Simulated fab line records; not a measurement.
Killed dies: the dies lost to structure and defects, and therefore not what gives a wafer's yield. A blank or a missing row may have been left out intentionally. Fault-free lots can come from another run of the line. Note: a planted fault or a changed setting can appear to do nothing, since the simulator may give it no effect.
Which tool did it? -- flow n5-finfet -- 8 lots, 24 wafers sampled, at 8 steps of a route of 1938

## WHAT EACH GAUGE READ, for each wafer
N5_ZERO_LAYER_INSPECT_20: inspects for defects (darkfield). Usual: raw-defect-count 31, standard deviation 14.
lot,measured,on,raw-defect-count,flag
L453,day 1 13:16,defect-inspect-01,19 24 26,
L455,day 2 01:26,defect-inspect-01,61 30 28,
L462,day 3 19:23,defect-inspect-01,788 783 69,OFF
L468,day 5 07:23,defect-inspect-01,48 33 30,
L469,day 5 13:23,defect-inspect-01,25 20 19,
L471,day 6 02:01,defect-inspect-01,31 12 35,
L475,day 7 01:15,defect-inspect-02,31 22 58,
L476,day 7 07:15,defect-inspect-01,19 40 32,

N5_WELL_APT_CD_MEAS_08: target cd 200 nm. Usual: cd-nm 200.0 nm, standard deviation 1.8.
lot,measured,on,cd-nm (nm),flag
L453,day 1 13:34,cd-sem-03,198.3 200.2 197.8,
L455,day 2 01:45,cd-sem-03,199.9 197.1 200.8,
L462,day 3 19:49,cd-sem-03,203.0 200.1 201.5,
L468,day 5 07:42,cd-sem-03,200.0 199.0 199.1,
L469,day 5 13:42,cd-sem-01,200.0 197.3 199.2,
L471,day 6 02:20,cd-sem-01,202.1 200.5 201.5,
L475,day 7 01:41,cd-sem-02,198.4 200.1 200.0,
L476,day 7 07:41,cd-sem-02,197.6 199.3 198.2,

N5_WELL_APT_INSPECT_10: inspects for defects (macro). Usual: raw-defect-count 2.1, standard deviation 1.5.
lot,measured,on,raw-defect-count,flag
L453,day 1 13:37,defect-inspect-02,5 2 2,
L455,day 2 01:48,defect-inspect-01,5 2 2,
L462,day 3 19:52,defect-inspect-01,>300 >300 4,
L468,day 5 07:45,defect-inspect-02,3 1 1,
L469,day 5 13:45,defect-inspect-01,1 1 0,
L471,day 6 02:23,defect-inspect-01,1 1 3,
L475,day 7 01:44,defect-inspect-01,2 3 0,
L476,day 7 07:44,defect-inspect-01,6 4 2,

N5_WELL_APT_INSPECT_38: inspects for defects (darkfield). Usual: raw-defect-count 13, standard deviation 5.1.
lot,measured,on,raw-defect-count,flag
L453,day 1 16:26,defect-inspect-01,22 18 24,
L455,day 2 05:50,defect-inspect-02,7 14 10,
L462,day 3 22:58,defect-inspect-01,766 754 15,OFF
L468,day 5 10:58,defect-inspect-01,8 13 10,
L469,day 5 16:43,defect-inspect-01,10 11 12,
L471,day 6 05:11,defect-inspect-02,12 17 19,
L475,day 7 04:50,defect-inspect-01,12 18 11,
L476,day 7 11:40,defect-inspect-01,21 10 10,

N5_BEOL_M4_RC_MEAS_101. Usual: DIBL_N 36.0 mV/V, standard deviation 1.8; DIBL_P 36.3 mV/V, standard deviation 2.4; IOFF_N 0.16 nA/um, standard deviation 0.035; IOFF_P 0.21 nA/um, standard deviation 0.036; ION_N 673 uA/um, standard deviation 13; ION_P 461 uA/um, standard deviation 7.2; SS_N 71.4 mV/dec, standard deviation 0.6; SS_P 73.2 mV/dec, standard deviation 0.7; VT_N 250 mV, standard deviation 4; VT_P -250.9 mV, standard deviation 2.9.
lot,measured,on,DIBL_N (mV/V),DIBL_P (mV/V),IOFF_N (nA/um),IOFF_P (nA/um),ION_N (uA/um),ION_P (uA/um),SS_N (mV/dec),SS_P (mV/dec),VT_N (mV),VT_P (mV),flag
L453,day 7 15:56,prober-01,40.9 39.8 36.5,41.0 39.5 35.0,0.27 0.23 0.16,0.32 0.29 0.23,695 695 669,472 474 465,72.0 72.1 71.2,74.4 74.1 72.4,240 245 252,-242.9 -243.5 -247.3,
L455,day 8 23:30,prober-01,36.3 35.8 38.5,37.4 37.5 40.0,0.17 0.16 0.23,0.21 0.22 0.26,683 672 702,462 468 475,71.5 70.7 71.8,73.8 72.9 73.9,248 250 245,-249.2 -247.8 -246.1,
L462,day 11 02:52,prober-01,36.3 36.3 39.2,36.1 36.3 39.5,0.17 0.16 0.24,0.20 0.20 0.26,683 686 691,464 464 459,71.6 71.9 72.2,73.7 73.7 74.0,247 249 244,-252.8 -252.5 -249.3,
L468,day 12 00:50,prober-02,37.1 34.1 35.4,38.8 35.2 36.9,0.18 0.12 0.13,0.21 0.16 0.17,677 658 653,459 452 448,71.9 70.2 71.9,73.7 72.8 72.6,249 256 256,-252.9 -257.1 -255.8,
L469,day 12 11:57,prober-01,35.5 32.1 34.3,34.3 31.1 32.7,0.13 0.09 0.11,0.18 0.13 0.15,662 640 664,454 441 460,70.9 70.4 70.6,72.9 72.0 72.1,255 259 256,-251.6 -256.4 -255.7,
L471,day 12 22:46,prober-01,37.1 35.1 37.7,38.5 35.2 38.7,0.16 0.12 0.17,0.23 0.20 0.24,678 664 680,465 463 470,71.7 71.3 71.9,73.3 72.1 73.4,251 257 250,-248.7 -251.2 -249.4,
L475,day 14 07:43,prober-02,37.5 37.7 36.6,39.3 39.7 38.0,0.18 0.18 0.16,0.24 0.25 0.23,691 680 685,475 471 474,71.0 72.0 71.1,73.8 74.1 73.4,246 247 246,-246.5 -247.2 -248.1,
L476,day 14 06:26,prober-01,37.2 37.9 39.3,37.1 36.6 38.0,0.16 0.16 0.20,0.21 0.21 0.25,673 681 687,457 461 464,71.4 72.1 72.2,73.4 74.0 73.7,250 250 247,-252.4 -252.9 -246.7,

## WHAT TOOL EACH LOT RAN ON (gives the tool, then ch and the chambers of the sampled wafers, and finally the start)
lot,N5_ZERO_LAYER_PECVD_02,N5_ZERO_LAYER_DESCUM_16,N5_ZERO_LAYER_STRIP_24
L453,"pecvd-03 ch 0,1,2, day 1 12:17","rie-diel-03 ch 0,1,3, day 1 12:41","plasma-asher-02 ch 0,1, day 1 12:54"
L455,"pecvd-02 ch 1,2, day 2 00:28","rie-diel-04 ch 0,1,2, day 2 00:52","plasma-asher-01 ch 0,1, day 2 01:06"
L462,"pecvd-02 ch 0,1,2, day 3 18:19","rie-diel-04 ch 0,3, day 3 18:48","plasma-asher-02 ch 0,1, day 3 19:02"
L468,"pecvd-03 ch 0,1,2, day 5 06:19","rie-diel-03 ch 0,3, day 5 06:48","plasma-asher-01 ch 0,1, day 5 07:03"
L469,"pecvd-01 ch 1,2, day 5 12:17","rie-diel-04 ch 0,1,2, day 5 12:49","plasma-asher-01 ch 0, day 5 13:02"
L471,"pecvd-01 ch 1,2, day 6 00:17","rie-diel-03 ch 0,1,2, day 6 01:10","plasma-asher-01 ch 0,1, day 6 01:24"
L475,"pecvd-02 ch 0,1,2, day 7 00:17","rie-diel-02 ch 0,1,2, day 7 00:41","plasma-asher-02 ch 0,1, day 7 00:53"
L476,"pecvd-03 ch 0,1,2, day 7 06:17","rie-diel-02 ch 2,3, day 7 06:41","plasma-asher-02 ch 0,1, day 7 06:53"
- N5_ZERO_LAYER_PECVD_02: deposits SiO2 from SiH4/N2O, target thk 10 nm, time 6 s.
- N5_ZERO_LAYER_DESCUM_16: chemistry O2, time 7.9 s.
- N5_ZERO_LAYER_STRIP_24: strips in O2.

## WHAT THE TOOLS THEMSELVES READ (means of the sampled wafers that have a number; where no wafer has one, the mark that the record gives instead)
N5_ZERO_LAYER_PECVD_02. Usual: heater-power-w 773 W, standard deviation 83; showerhead-plenum-p-Torr 8.12 Torr, standard deviation 0.17.
lot,tool,heater-power-w (W),showerhead-plenum-p-Torr (Torr),flag
L453,pecvd-03,780,8.10,
L455,pecvd-02,676,8.10,
L462,pecvd-02,705,8.15,
L468,pecvd-03,796,8.12,
L469,pecvd-01,737,7.98,
L471,pecvd-01,818,7.99,
L475,pecvd-02,778,8.16,
L476,pecvd-03,810,8.11,

N5_ZERO_LAYER_DESCUM_16. Usual: drypump-motor-current-A 5.7 A, standard deviation 0.36; oes-product-au 0.78 a.u., standard deviation 0.074; rf-vpp-V 243.1 V, standard deviation 1.2; showerhead-plenum-p-Torr 2.08 Torr, standard deviation 0.076; throttle-valve-pct 20.38 %, standard deviation 0.22.
lot,tool,drypump-motor-current-A (A),oes-product-au (a.u.),rf-vpp-V (V),showerhead-plenum-p-Torr (Torr),throttle-valve-pct (%),flag
L453,rie-diel-03,5.7,0.85,243.8,2.11,20.15,
L455,rie-diel-04,5.5,0.75,243.7,2.08,20.41,
L462,rie-diel-04,5.8,0.80,243.1,2.07,20.49,
L468,rie-diel-03,5.8,0.84,242.8,2.08,20.17,
L469,rie-diel-04,5.5,0.73,242.8,2.07,20.44,
L471,rie-diel-03,5.9,0.82,242.4,2.04,20.22,
L475,rie-diel-02,5.9,0.70,243.6,2.10,20.49,
L476,rie-diel-02,5.2,0.75,241.6,2.04,20.80,

N5_ZERO_LAYER_STRIP_24. Usual: drypump-motor-current-A 5.59 A, standard deviation 0.24; heater-power-w 332 W, standard deviation 17; oes-product-au 0.647 a.u., standard deviation 0.004; strip-time-to-endpoint-s 43.89 s, standard deviation 0.071.
lot,tool,drypump-motor-current-A (A),heater-power-w (W),oes-product-au (a.u.),strip-time-to-endpoint-s (s),flag
L453,plasma-asher-02,5.64,325,0.650,43.94,
L455,plasma-asher-01,5.72,327,0.646,43.95,
L462,plasma-asher-02,5.51,333,0.647,43.98,
L468,plasma-asher-01,5.53,342,0.648,43.86,
L469,plasma-asher-01,5.35,349,0.648,43.93,
L471,plasma-asher-01,5.69,326,0.646,43.95,
L475,plasma-asher-02,5.50,333,0.641,43.85,
L476,plasma-asher-02,5.49,335,0.641,43.84,

## THE ANSWER, worked out from the rows above alone
Rule: a lot counts as off when the mean over its wafers that have a number is more than 3 standard deviations away from the usual mean. A lot without any number at a reading at which 4 lots or more have one is off too. All remaining lots with rows at the step are treated as sound. The gauges are gone through in route order, then the tools' own readings, and for those a lot's mean is taken as printed above. The first step at which some lot is off is used, and at that step the reading that is off furthest; a lot without a number counts as furthest.
Off: L462, at N5_ZERO_LAYER_INSPECT_20 (raw-defect-count).
If a tool, at a process step before that reading, ran all the lots that are off and no sound lot after the first of them, it fits. Gauges at N5_ZERO_LAYER_INSPECT_20: tried the same way as those tools. Not one of the candidates tried fits.

## WHAT HAD BEEN PUT IN BY THE SIMULATOR
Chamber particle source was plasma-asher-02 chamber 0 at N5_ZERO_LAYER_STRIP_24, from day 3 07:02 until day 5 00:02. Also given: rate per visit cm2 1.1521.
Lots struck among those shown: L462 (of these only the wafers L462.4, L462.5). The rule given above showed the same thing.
